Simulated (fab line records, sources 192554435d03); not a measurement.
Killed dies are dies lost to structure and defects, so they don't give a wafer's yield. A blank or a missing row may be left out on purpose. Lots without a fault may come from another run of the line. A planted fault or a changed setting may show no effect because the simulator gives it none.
Chamber matching | flow n5_finfet | N5_GATE_CUT_ETCH_28 on rie_diel-04: 4 sister chambers
The step etches underlayer in N2/H2, target depth 13 nm, time 10.4 s. 4 wafers are shown with their chamber, then 8 later ones without.

WAFERS WITH THEIR CHAMBER
wafer  | chamber | showerhead_plenum_p_Torr (Torr)
L082.1 | 1       | 2.60
L085.2 | 3       | 2.41
L085.6 | 2       | 2.51
L086.1 | 0       | 2.65

WAFERS WITHOUT THEIR CHAMBER
wafer  | showerhead_plenum_p_Torr (Torr)
L086.2 | 2.41
L086.3 | 2.51
L088.1 | 2.41
L088.4 | 2.51
L088.6 | 2.41
L094.1 | 2.41
L094.3 | 2.65
L094.4 | 2.59

WHICH CHAMBER EACH WENT THROUGH
wafer  | from the rows above | in truth
L086.2 | 3                   | 3
L086.3 | 2                   | 2
L088.1 | 3                   | 3
L088.4 | 2                   | 2
L088.6 | 3                   | 3
L094.1 | 3                   | 3
L094.3 | 0                   | 0
L094.4 | 1                   | 1
Placed correctly: 8 of 8. Can't be placed from these rows: 0. Placed wrongly: 0.
How it was worked out, from the rows above alone: a wafer's distance from a chamber is the root of the sum, over the readings, of the square of ((its reading less the chamber's mean) divided by the reading's scatter). The wafer belongs to the nearest chamber; if the next one is less than 2 further off, it can't be placed. A chamber's mean is the mean of its shown wafers. The scatter: with one shown wafer a chamber, the root of the mean of the squares of how far each hidden wafer lies from its nearest shown one.
